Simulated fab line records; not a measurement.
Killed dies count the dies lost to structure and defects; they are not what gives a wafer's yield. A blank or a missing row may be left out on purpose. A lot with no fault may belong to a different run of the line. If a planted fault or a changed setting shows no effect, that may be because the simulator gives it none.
What tool caused it?    flow n5-finfet    72 wafers from 24 lots sampled at 6 of the route's 1938 steps

## WHAT THE GAUGES SHOWED, per wafer
N5_BEOL_M8_CD_MEAS_11: target cd 38.5 nm. Usual: 38.4 nm for cd-nm, sd 0.4.
lot   measured      on         cd-nm (nm)      flag
L074  day 9 11:13   cd-sem-02  38.4 38.4 38.1  
L076  day 10 02:55  cd-sem-02  38.9 38.6 39.1  
L075  day 10 21:40  cd-sem-02  38.5 37.9 38.7  
L078  day 10 22:04  cd-sem-02  38.3 37.9 37.8  
L077  day 11 08:36  cd-sem-01  37.7 38.6 38.4  
L083  day 11 20:39  cd-sem-01  38.0 38.4 38.1  
L079  day 12 01:14  cd-sem-01  38.5 38.9 38.7  
L081  day 12 06:38  cd-sem-02  38.7 38.5 38.2  
L080  day 12 09:53  cd-sem-01  38.6 38.9 38.6  
L084  day 12 20:46  cd-sem-03  39.0 38.3 38.4  
L082  day 12 20:59  cd-sem-01  38.2 38.6 37.8  
L087  day 12 21:26  cd-sem-02  38.1 38.1 38.0  
L085  day 13 08:41  cd-sem-03  39.0 39.0 38.6  
L086  day 13 15:02  cd-sem-02  38.4 38.9 38.3  
L090  day 13 19:37  cd-sem-01  38.2 38.0 38.3  
L088  day 13 20:45  cd-sem-01  38.9 39.0 39.1  
L089  day 14 05:43  cd-sem-02  39.0 38.3 38.7  
L091  day 14 19:22  cd-sem-02  37.9 38.3 38.3  
L092  day 14 20:24  cd-sem-03  39.2 38.5 38.1  
L093  day 15 00:35  cd-sem-03  38.9 39.1 38.7  
L096  day 15 02:59  cd-sem-02  38.7 38.5 37.8  
L094  day 15 03:31  cd-sem-03  38.2 38.4 39.0  
L095  day 15 08:23  cd-sem-03  38.2 38.4 38.2  
L097  day 16 03:32  cd-sem-01  38.1 38.3 38.7  

N5_BEOL_M8_OCD_MEAS_38. Usual: 92.8 nm for trench-depth-nm, sd 1.3.
lot   measured      on      trench-depth-nm (nm)  flag
L074  day 9 14:40   ocd-01  91.0 90.9 90.2        
L076  day 10 05:11  ocd-02  93.6 92.7 93.4        
L075  day 10 23:25  ocd-02  93.0 95.4 91.7        
L078  day 10 23:55  ocd-02  93.8 91.6 94.1        
L077  day 11 10:20  ocd-01  92.0 91.8 92.6        
L083  day 12 00:41  ocd-02  92.1 91.8 92.8        
L079  day 12 06:32  ocd-01  93.9 92.8 93.8        
L081  day 12 09:01  ocd-02  90.6 92.2 92.2        
L080  day 12 11:29  ocd-02  89.9 92.6 90.2        
L084  day 13 00:57  ocd-02  92.1 93.4 92.4        
L082  day 13 01:17  ocd-01  92.9 94.2 93.8        
L087  day 13 01:41  ocd-02  92.3 91.7 93.8        
L085  day 13 11:04  ocd-02  93.7 91.8 93.8        
L086  day 13 16:42  ocd-02  93.7 95.0 94.3        
L090  day 13 23:06  ocd-02  93.7 92.5 92.6        
L088  day 13 22:53  ocd-01  91.1 91.4 92.9        
L089  day 14 07:58  ocd-02  92.4 92.7 93.7        
L091  day 14 22:11  ocd-02  92.2 92.9 94.6        
L092  day 14 22:22  ocd-01  93.9 92.9 93.7        
L093  day 15 02:45  ocd-02  92.3 93.2 93.2        
L096  day 15 08:16  ocd-02  90.2 92.3 92.7        
L094  day 15 08:30  ocd-02  93.9 93.9 91.9        
L095  day 15 09:57  ocd-02  90.9 91.2 93.3        
L097  day 16 05:04  ocd-01  93.0 92.0 92.8        

N5_BEOL_M9_OVL_MEAS_12. Usual: M9_OVL gives 0.3 nm (standard deviation 0.65).
lot   measured      on          M9_OVL (nm)     flag
L074  day 9 19:50   overlay-01  -0.4 0.2 0.1    
L076  day 10 11:01  overlay-01  0.6 0.4 0.8     
L075  day 11 07:38  overlay-02  0.0 0.8 -0.8    
L078  day 11 08:29  overlay-02  1.1 1.4 1.5     
L077  day 11 16:52  overlay-01  0.5 -0.6 0.5    
L083  day 12 06:38  overlay-01  -1.2 -0.8 -1.4  
L079  day 12 12:13  overlay-02  -0.3 1.1 0.1    
L081  day 12 16:05  overlay-01  0.4 0.0 0.7     
L080  day 12 17:22  overlay-02  0.2 0.2 0.0     
L084  day 13 06:35  overlay-02  0.3 0.1 0.9     
L082  day 13 06:46  overlay-01  0.0 0.0 0.5     
L087  day 13 07:07  overlay-02  1.0 -0.3 -0.1   
L085  day 13 15:46  overlay-02  -1.3 0.6 -0.6   
L086  day 13 23:34  overlay-01  0.2 0.2 0.1     
L090  day 14 05:56  overlay-01  0.1 -0.4 -0.1   
L088  day 14 05:44  overlay-02  -0.7 -0.8 0.2   
L089  day 14 13:21  overlay-01  0.3 0.1 0.0     
L091  day 15 03:10  overlay-02  0.3 0.0 1.1     
L092  day 15 03:20  overlay-01  0.5 1.4 0.6     
L093  day 15 08:41  overlay-01  0.5 0.2 0.5     
L096  day 15 12:03  overlay-01  0.5 0.4 0.6     
L094  day 15 14:09  overlay-01  0.8 0.3 0.2     
L095  day 15 14:46  overlay-02  1.0 0.5 0.3     
L097  day 16 12:19  overlay-02  0.2 -0.3 0.9    

## EACH LOT AND THE TOOL THAT RAN IT (in order: tool; ch and the chambers of the sampled wafers; start)
lot   N5_BEOL_M8_VIA_ETCH_34              N5_BEOL_M8_PRE_CLEAN_45       N5_BEOL_M8_SPUTTER_48
L074  rie-diel-03 ch 0,3, day 9 14:26     pvd-sputter-03, day 9 16:11   pvd-sputter-01, day 9 16:48
L076  rie-diel-03 ch 0,1,2, day 10 04:56  pvd-sputter-03, day 10 06:23  pvd-sputter-01, day 10 07:03
L075  rie-diel-06 ch 2,3, day 10 23:09    pvd-sputter-02, day 11 03:38  pvd-sputter-03, day 11 04:21
L078  rie-diel-01 ch 0,2,3, day 10 23:40  pvd-sputter-03, day 11 03:44  pvd-sputter-03, day 11 04:26
L077  rie-diel-06 ch 0,1, day 11 10:05    pvd-sputter-02, day 11 11:17  pvd-sputter-01, day 11 12:04
L083  rie-diel-03 ch 1,2, day 12 00:26    pvd-sputter-03, day 12 01:20  pvd-sputter-02, day 12 03:50
L079  rie-diel-01 ch 0,1, day 12 06:17    pvd-sputter-01, day 12 07:51  pvd-sputter-01, day 12 08:37
L081  rie-diel-03 ch 1,2,3, day 12 08:46  pvd-sputter-01, day 12 11:27  pvd-sputter-01, day 12 12:02
L080  rie-diel-03 ch 1,3, day 12 11:13    pvd-sputter-02, day 12 12:17  pvd-sputter-02, day 12 14:30
L084  rie-diel-03 ch 1,2, day 13 00:42    pvd-sputter-02, day 13 01:47  pvd-sputter-02, day 13 02:26
L082  rie-diel-06 ch 1,2,3, day 13 01:02  pvd-sputter-02, day 13 01:52  pvd-sputter-01, day 13 02:35
L087  rie-diel-06 ch 0,2,3, day 13 01:26  pvd-sputter-02, day 13 02:33  pvd-sputter-01, day 13 03:07
L085  rie-diel-06 ch 0,1,3, day 13 10:49  pvd-sputter-03, day 13 11:51  pvd-sputter-02, day 13 12:33
L086  rie-diel-06 ch 0,1,3, day 13 16:27  pvd-sputter-01, day 13 17:32  pvd-sputter-02, day 13 18:51
L090  rie-diel-03 ch 0,2,3, day 13 22:51  pvd-sputter-02, day 14 01:53  pvd-sputter-03, day 14 02:29
L088  rie-diel-06 ch 0,2,3, day 13 22:38  pvd-sputter-02, day 13 23:47  pvd-sputter-02, day 14 02:02
L089  rie-diel-01 ch 0,2, day 14 07:43    pvd-sputter-02, day 14 08:43  pvd-sputter-03, day 14 09:41
L091  rie-diel-03 ch 1,3, day 14 21:56    pvd-sputter-01, day 14 22:54  pvd-sputter-02, day 14 23:31
L092  rie-diel-06 ch 0,1, day 14 22:07    pvd-sputter-02, day 14 23:10  pvd-sputter-01, day 14 23:52
L093  rie-diel-01 ch 0,2, day 15 02:30    pvd-sputter-02, day 15 03:49  pvd-sputter-03, day 15 04:36
L096  rie-diel-06 ch 0,1,2, day 15 08:01  pvd-sputter-02, day 15 08:52  pvd-sputter-03, day 15 09:25
L094  rie-diel-01 ch 0,1,3, day 15 08:15  pvd-sputter-02, day 15 09:19  pvd-sputter-02, day 15 10:23
L095  rie-diel-06 ch 1,2, day 15 09:42    pvd-sputter-02, day 15 10:57  pvd-sputter-02, day 15 11:38
L097  rie-diel-01 ch 0,1, day 16 04:49    pvd-sputter-02, day 16 06:19  pvd-sputter-01, day 16 08:38
- N5_BEOL_M8_VIA_ETCH_34: etches SiCOH lowk in C4F6/O2, target depth 125.5 nm, time 50.5 s.
- N5_BEOL_M8_PRE_CLEAN_45: time 30 s.
- N5_BEOL_M8_SPUTTER_48: material Cu, target thk 10 nm, time 1.667 s.

## AS READ BY THE TOOLS THEMSELVES (means over the sampled wafers that have a number; for cases with no such wafer, the mark the record gives instead)
N5_BEOL_M8_VIA_ETCH_34. Usual: O2_flow_sccm 10.00 sccm, standard deviation 0.032; drypump-motor-current-A 5.8 A, standard deviation 0.43; oes_ar_750_au 0.78 a.u., standard deviation 0.067; oes-product-au 0.78 a.u., standard deviation 0.071; rf-fwd-power-W 340.9 W, standard deviation 1.6; rf-vpp-V 666 V, standard deviation 4.4; showerhead-plenum-p-Torr 2.86 Torr, standard deviation 0.091; throttle-valve-pct 21.00 %, standard deviation 0.29.
lot   tool         O2_flow_sccm (sccm)  drypump-motor-current-A (A)  oes_ar_750_au (a.u.)  oes-product-au (a.u.)  rf-fwd-power-W (W)  rf-vpp-V (V)  showerhead-plenum-p-Torr (Torr)  throttle-valve-pct (%)  flag
L074  rie-diel-03  10.00                5.4                          0.70                  0.69                   341.4               664           2.78                             21.14                   
L076  rie-diel-03  10.00                5.8                          0.79                  0.78                   341.2               670           2.97                             20.97                   
L075  rie-diel-06  10.00                6.4                          0.77                  0.76                   341.7               671           2.85                             21.22                   
L078  rie-diel-01  10.00                5.8                          0.81                  0.81                   342.6               670           2.83                             20.93                   
L077  rie-diel-06  10.01                5.8                          0.76                  0.76                   339.2               662           2.81                             21.06                   
L083  rie-diel-03  10.03                5.7                          0.80                  0.80                   340.5               668           2.98                             20.93                   
L079  rie-diel-01  10.00                5.5                          0.82                  0.83                   343.6               666           2.80                             21.04                   
L081  rie-diel-03  10.00                5.5                          0.77                  0.76                   340.7               666           2.89                             20.96                   
L080  rie-diel-03  10.00                5.3                          0.74                  0.73                   340.6               662           2.80                             20.98                   
L084  rie-diel-03  10.04                5.8                          0.81                  0.81                   339.9               666           2.99                             20.79                   
L082  rie-diel-06  9.98                 6.0                          0.78                  0.77                   340.2               667           2.81                             21.17                   
L087  rie-diel-06  10.01                6.0                          0.75                  0.74                   340.2               668           2.84                             21.08                   
L085  rie-diel-06  9.95                 5.6                          0.78                  0.77                   339.6               665           2.82                             21.01                   
L086  rie-diel-06  9.97                 5.7                          0.77                  0.77                   339.5               664           2.81                             21.03                   
L090  rie-diel-03  10.02                5.6                          0.90                  0.91                   341.6               671           2.97                             20.94                   
L088  rie-diel-06  9.98                 6.0                          0.75                  0.74                   340.0               668           2.84                             21.11                   
L089  rie-diel-01  9.96                 5.8                          0.73                  0.74                   341.1               672           2.87                             21.21                   
L091  rie-diel-03  10.01                5.6                          0.86                  0.86                   341.3               666           3.00                             20.73                   
L092  rie-diel-06  10.01                5.7                          0.76                  0.75                   339.7               660           2.77                             21.18                   
L093  rie-diel-01  10.00                5.6                          0.77                  0.77                   341.8               669           2.82                             21.27                   
L096  rie-diel-06  9.99                 6.2                          0.73                  0.72                   340.1               664           2.80                             21.26                   
L094  rie-diel-01  9.98                 5.7                          0.80                  0.80                   342.8               665           2.79                             20.79                   
L095  rie-diel-06  10.00                6.5                          0.73                  0.72                   340.6               667           2.79                             21.42                   
L097  rie-diel-01  10.02                5.5                          0.77                  0.77                   341.8               665           2.82                             20.86                   

N5_BEOL_M8_PRE_CLEAN_45. Usual: 323 W for heater-power-w, sd 26.
lot   tool            heater-power-w (W)  flag
L074  pvd-sputter-03  327                 
L076  pvd-sputter-03  325                 
L075  pvd-sputter-02  332                 
L078  pvd-sputter-03  313                 
L077  pvd-sputter-02  344                 
L083  pvd-sputter-03  330                 
L079  pvd-sputter-01  285                 
L081  pvd-sputter-01  276                 
L080  pvd-sputter-02  314                 
L084  pvd-sputter-02  325                 
L082  pvd-sputter-02  339                 
L087  pvd-sputter-02  345                 
L085  pvd-sputter-03  334                 
L086  pvd-sputter-01  280                 
L090  pvd-sputter-02  324                 
L088  pvd-sputter-02  332                 
L089  pvd-sputter-02  329                 
L091  pvd-sputter-01  283                 
L092  pvd-sputter-02  343                 
L093  pvd-sputter-02  324                 
L096  pvd-sputter-02  337                 
L094  pvd-sputter-02  336                 
L095  pvd-sputter-02  323                 
L097  pvd-sputter-02  344                 

N5_BEOL_M8_SPUTTER_48. Usual: 29.5 % for throttle-valve-pct, sd 0.78.
lot   tool            throttle-valve-pct (%)  flag
L074  pvd-sputter-01  29.2                    
L076  pvd-sputter-01  29.3                    
L075  pvd-sputter-03  29.4                    
L078  pvd-sputter-03  29.4                    
L077  pvd-sputter-01  29.5                    
L083  pvd-sputter-02  28.9                    
L079  pvd-sputter-01  30.1                    
L081  pvd-sputter-01  29.8                    
L080  pvd-sputter-02  29.8                    
L084  pvd-sputter-02  29.4                    
L082  pvd-sputter-01  29.9                    
L087  pvd-sputter-01  30.1                    
L085  pvd-sputter-02  29.6                    
L086  pvd-sputter-02  28.9                    
L090  pvd-sputter-03  29.3                    
L088  pvd-sputter-02  29.3                    
L089  pvd-sputter-03  29.5                    
L091  pvd-sputter-02  29.7                    
L092  pvd-sputter-01  29.8                    
L093  pvd-sputter-03  29.0                    
L096  pvd-sputter-03  29.5                    
L094  pvd-sputter-02  29.7                    
L095  pvd-sputter-02  28.9                    
L097  pvd-sputter-01  30.0                    

## THE ANSWER, worked out from the rows above alone
Rule: a lot counts as off when the mean over its wafers that have a number is more than 3 standard deviations away from the usual mean. A lot without any number at a reading at which 4 lots or more have one is off too. Where the step has rows for the other lots, those lots are counted as sound. The gauges are gone through in route order, then the tools' own readings, and for those a lot's mean is taken as printed above. At the first step where some lot is off, the reading lying furthest off is the one used; lots without a number count as furthest.
Nothing can be told from this: no lot is off at any reading shown.

## WHAT WAS PUT IN BY THE SIMULATOR
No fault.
